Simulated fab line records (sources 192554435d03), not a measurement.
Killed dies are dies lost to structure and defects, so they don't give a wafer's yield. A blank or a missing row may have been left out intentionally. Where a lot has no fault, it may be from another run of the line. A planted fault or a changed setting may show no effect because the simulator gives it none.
Which tool is to blame? | flow n5_finfet | 11 lots with 29 wafers sampled at 6 steps, on a route of 1938 steps

## WHAT THE GAUGES READ, wafer by wafer
N5_BEOL_M1_THK_MEAS_01. Usual: M1_ILD_THK 79.1 nm, standard deviation 1.2.
lot  | measured     | on            | M1_ILD_THK (nm) | flag
L264 | day 6 01:19  | film_metro-01 | 80.1 77.1 79.2  |
L267 | day 6 21:40  | film_metro-02 | 77.8 79.0 79.9  |
L269 | day 7 07:08  | film_metro-01 | 78.0 79.7 79.7  |
L270 | day 7 18:42  | film_metro-02 | 78.7 79.2 78.4  |
L273 | day 8 04:18  | film_metro-01 | 80.5 79.8 80.8  |
L274 | day 8 13:38  | film_metro-02 | 79.0 79.8 78.1  |
L275 | day 8 19:04  | film_metro-01 | 78.3 79.0 79.7  |
L280 | day 9 19:50  | film_metro-01 | 127.2           | OFF
L281 | day 10 01:40 | film_metro-01 | 126.8           | OFF
L283 | day 10 16:55 | film_metro-01 | 79.3 78.3 79.4  |
L284 | day 10 20:13 | film_metro-02 | 77.2 79.4 79.3  |

N5_BEOL_M4_RC_MEAS_101. Usual: DIBL_N 36.0 mV/V, standard deviation 2.2; DIBL_P 35.9 mV/V, standard deviation 2.6; IOFF_N 0.16 nA/um, standard deviation 0.038; IOFF_P 0.21 nA/um, standard deviation 0.042; ION_N 675 uA/um, standard deviation 15; ION_P 463 uA/um, standard deviation 10; SS_N 71.5 mV/dec, standard deviation 0.62; SS_P 73.2 mV/dec, standard deviation 0.76; VT_N 250 mV, standard deviation 4.1; VT_P -251 mV, standard deviation 3.6.
lot  | measured     | on        | DIBL_N (mV/V)  | DIBL_P (mV/V)  | IOFF_N (nA/um) | IOFF_P (nA/um) | ION_N (uA/um) | ION_P (uA/um) | SS_N (mV/dec)  | SS_P (mV/dec)  | VT_N (mV)   | VT_P (mV)      | flag
L264 | day 7 20:41  | prober-01 | 35.0 32.8 33.8 | 34.6 32.3 32.1 | 0.13 0.11 0.12 | 0.20 0.17 0.16 | 672 658 665   | 464 457 461   | 71.2 70.6 71.6 | 72.7 72.4 72.1 | 250 256 254 | -250 -251 -251 |
L267 | day 9 02:25  | prober-02 | 33.3 36.6 34.8 | 33.6 37.5 34.4 | 0.12 0.17 0.14 | 0.15 0.20 0.15 | 657 680 656   | 446 458 444   | 70.9 72.6 71.8 | 73.0 73.8 73.3 | 253 247 251 | -255 -251 -255 |
L269 | day 9 03:22  | prober-01 | 38.7 36.1 33.1 | 39.3 35.5 32.3 | 0.21 0.16 0.12 | 0.26 0.19 0.16 | 690 675 662   | 471 459 452   | 72.2 72.4 71.2 | 74.5 73.7 72.1 | 245 249 252 | -249 -251 -253 |
L270 | day 9 19:13  | prober-01 | 43.9 41.1 37.2 | 43.5 40.2 35.3 | 0.29 0.22 0.14 | 0.34 0.26 0.19 | 693 687 684   | 471 469 467   | 72.5 72.6 71.3 | 75.3 74.2 73.0 | 245 243 252 | -245 -247 -255 |
L273 | day 9 23:51  | prober-02 | 37.8 35.3 35.8 | 37.3 34.2 33.6 | 0.16 0.12 0.13 | 0.19 0.16 0.15 | 675 644 653   | 459 445 446   | 71.2 70.9 71.9 | 73.3 73.4 72.5 | 252 259 256 | -254 -256 -259 |
L274 | day 10 11:47 | prober-01 | 32.1 37.1 35.9 | 32.0 37.1 37.0 | 0.11 0.16 0.15 | 0.13 0.19 0.20 | 679 687 676   | 457 463 453   | 70.8 72.5 71.3 | 71.7 72.6 72.6 | 251 250 247 | -258 -254 -252 |
L275 | day 10 14:30 | prober-01 | 38.5 32.9 37.7 | 36.9 30.5 36.0 | 0.16 0.09 0.16 | 0.26 0.17 0.25 | 684 639 674   | 475 447 474   | 71.2 70.3 71.4 | 73.7 72.9 73.6 | 248 257 248 | -247 -250 -245 |
L283 | day 12 17:16 | prober-02 | 38.6 39.9 38.5 | 39.0 42.4 39.0 | 0.18 0.22 0.20 | 0.23 0.29 0.25 | 675 696 689   | 464 482 472   | 71.9 72.1 71.6 | 73.4 73.9 73.0 | 249 245 246 | -250 -248 -250 |
L284 | day 13 05:34 | prober-02 | 38.0 34.9 34.1 | 39.0 35.5 34.3 | 0.20 0.15 0.13 | 0.25 0.19 0.18 | 685 689 664   | 465 469 458   | 72.1 71.6 71.3 | 74.5 73.0 73.1 | 248 250 253 | -251 -250 -254 |

## TOOL THAT RAN EACH LOT (tool first, then ch and the chambers of the sampled wafers, then the start)
lot  | N5_BEOL_M0_PRE_CLEAN_113     | N5_BEOL_M0_SPUTTER_132       | N5_BEOL_M0_ANNEAL_119            | N5_BEOL_M1_ILD_DEP_00
L264 | pvd_sputter-01, day 5 21:11  | pvd_sputter-02, day 5 23:53  | rtp_anneal-01 ch 0, day 6 00:22  | pecvd-02 ch 0,2, day 6 01:14
L267 | pvd_sputter-02, day 6 17:09  | pvd_sputter-02, day 6 19:40  | rtp_anneal-01 ch 0, day 6 20:12  | pecvd-01 ch 1,2, day 6 21:35
L269 | pvd_sputter-03, day 7 04:59  | pvd_sputter-01, day 7 05:43  | rtp_anneal-02 ch 0, day 7 06:12  | pecvd-01 ch 0,1, day 7 07:04
L270 | pvd_sputter-02, day 7 16:29  | pvd_sputter-02, day 7 17:07  | rtp_anneal-01 ch 0, day 7 17:50  | pecvd-02 ch 0,1, day 7 18:38
L273 | pvd_sputter-03, day 8 02:11  | pvd_sputter-03, day 8 02:52  | rtp_anneal-01 ch 0, day 8 03:19  | pecvd-02 ch 0,1,2, day 8 04:14
L274 | pvd_sputter-03, day 8 11:09  | pvd_sputter-02, day 8 12:09  | rtp_anneal-02 ch 0, day 8 12:44  | pecvd-01 ch 0,1,2, day 8 13:34
L275 | pvd_sputter-01, day 8 16:17  | pvd_sputter-03, day 8 17:13  | rtp_anneal-02 ch 0, day 8 18:02  | pecvd-01 ch 0,1, day 8 18:59
L280 | pvd_sputter-01, day 9 15:43  | pvd_sputter-01, day 9 18:02  | rtp_anneal-01 ch 0, day 9 18:36  | pecvd-01 ch 0, day 9 19:46
L281 | pvd_sputter-02, day 9 23:08  | pvd_sputter-02, day 9 23:43  | rtp_anneal-01 ch 0, day 10 00:43 | pecvd-01 ch 0, day 10 01:36
L283 | pvd_sputter-02, day 10 14:27 | pvd_sputter-02, day 10 15:23 | rtp_anneal-01 ch 0, day 10 15:53 | pecvd-03 ch 0,1,2, day 10 16:50
L284 | pvd_sputter-02, day 10 16:37 | pvd_sputter-03, day 10 18:46 | rtp_anneal-01 ch 0, day 10 19:14 | pecvd-02 ch 0,1,2, day 10 20:08
- N5_BEOL_M0_PRE_CLEAN_113: time 30 s.
- N5_BEOL_M0_SPUTTER_132: material Cu, target thk 4 nm, time 7.37 s.
- N5_BEOL_M0_ANNEAL_119: time 90 s.
- N5_BEOL_M1_ILD_DEP_00: deposits SiOC from DEMS/O2, target thk 79 nm, time 15.3 s.

## AS READ BY THE TOOLS THEMSELVES (means over the sampled wafers that have a number; for cases with no such wafer, the mark the record gives instead)
N5_BEOL_M0_PRE_CLEAN_113. Usual: heater_power_w 325 W, standard deviation 19.
lot  | tool           | heater_power_w (W) | flag
L264 | pvd_sputter-01 | 308                |
L267 | pvd_sputter-02 | 327                |
L269 | pvd_sputter-03 | 340                |
L270 | pvd_sputter-02 | 325                |
L273 | pvd_sputter-03 | 342                |
L274 | pvd_sputter-03 | 339                |
L275 | pvd_sputter-01 | 329                |
L280 | pvd_sputter-01 | 320                |
L281 | pvd_sputter-02 | 315                |
L283 | pvd_sputter-02 | 322                |
L284 | pvd_sputter-02 | 329                |

N5_BEOL_M0_SPUTTER_132. Usual: throttle_valve_pct 29.8 %, standard deviation 1.2.
lot  | tool           | throttle_valve_pct (%) | flag
L264 | pvd_sputter-02 | 30.6                   |
L267 | pvd_sputter-02 | 30.0                   |
L269 | pvd_sputter-01 | 29.8                   |
L270 | pvd_sputter-02 | 31.0                   |
L273 | pvd_sputter-03 | 29.5                   |
L274 | pvd_sputter-02 | 29.7                   |
L275 | pvd_sputter-03 | 29.5                   |
L280 | pvd_sputter-01 | 29.0                   |
L281 | pvd_sputter-02 | 29.0                   |
L283 | pvd_sputter-02 | 29.7                   |
L284 | pvd_sputter-03 | 29.5                   |

N5_BEOL_M0_ANNEAL_119. Usual: anneal_temp_c_max 226.3, standard deviation 0.41; wafer_temp_C_max 225.82, standard deviation 0.23.
lot  | tool          | anneal_temp_c_max | wafer_temp_C_max | flag
L264 | rtp_anneal-01 | 226.2             | 225.85           |
L267 | rtp_anneal-01 | 225.9             | 226.11           |
L269 | rtp_anneal-02 | 226.8             | 225.69           |
L270 | rtp_anneal-01 | 226.0             | 225.92           |
L273 | rtp_anneal-01 | 226.5             | 225.83           |
L274 | rtp_anneal-02 | 226.4             | 225.91           |
L275 | rtp_anneal-02 | 226.5             | 225.63           |
L280 | rtp_anneal-01 | 226.2             | 225.92           |
L281 | rtp_anneal-01 | 226.0             | 226.33           |
L283 | rtp_anneal-01 | 226.0             | 225.76           |
L284 | rtp_anneal-01 | 226.1             | 225.87           |

N5_BEOL_M1_ILD_DEP_00. Usual: heater_power_w 533 W, standard deviation 79; showerhead_plenum_p_Torr 5.690 Torr, standard deviation 0.024; showerhead_vpp_V 1399 V, standard deviation 85; throttle_valve_pct 11.7 %, standard deviation 0.62.
lot  | tool     | heater_power_w (W) | showerhead_plenum_p_Torr (Torr) | showerhead_vpp_V (V) | throttle_valve_pct (%) | flag
L264 | pecvd-02 | 498                | 5.697                           | 1327                 | 12.2                   |
L267 | pecvd-01 | 646                | 5.670                           | 1398                 | 11.4                   |
L269 | pecvd-01 | 626                | 5.676                           | 1448                 | 11.8                   |
L270 | pecvd-02 | 483                | 5.695                           | 1300                 | 12.5                   |
L273 | pecvd-02 | 485                | 5.682                           | 1325                 | 12.3                   |
L274 | pecvd-01 | 581                | 5.674                           | 1422                 | 11.3                   |
L275 | pecvd-01 | 557                | 5.694                           | 1479                 | 11.8                   |
L280 | pecvd-01 | 468                | 5.740                           | 1517                 | 11.9                   |
L281 | pecvd-01 | 517                | 5.717                           | 1507                 | 12.2                   |
L283 | pecvd-03 | 509                | 5.710                           | 1459                 | 11.5                   |
L284 | pecvd-02 | 498                | 5.696                           | 1316                 | 12.0                   |

## THE ANSWER, worked out from the rows above alone
Rule: lot off if the mean of its wafers having a number is beyond 3 standard deviations from the usual mean. A lot without any number at a reading at which 4 lots or more have one is off too. Any other lot the step has rows for is counted as sound. The gauges are gone through in route order, then the tools' own readings, and for those a lot's mean is taken as printed above. The first step at which some lot is off is used, and at that step the reading that is off furthest; a lot without a number counts as furthest.
Off: at N5_BEOL_M1_THK_MEAS_01 (M1_ILD_THK), L280, L281.
If a tool, at a process step before that reading, ran all the lots that are off and no sound lot after the first of them, it fits. Gauges at N5_BEOL_M1_THK_MEAS_01: tried the same way as those tools. One candidate fits, namely pecvd-01 at N5_BEOL_M1_ILD_DEP_00. Its last sound lot is L275 (day 8 18:59), its first lot that is off L280 (day 9 19:46): a fault that began between those two fits.

## WHAT HAD BEEN PUT IN BY THE SIMULATOR
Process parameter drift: pecvd-01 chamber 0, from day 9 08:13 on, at N5_BEOL_M1_ILD_DEP_00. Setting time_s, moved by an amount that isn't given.
Struck lots among those shown: L280, L281. The rule above found the same.
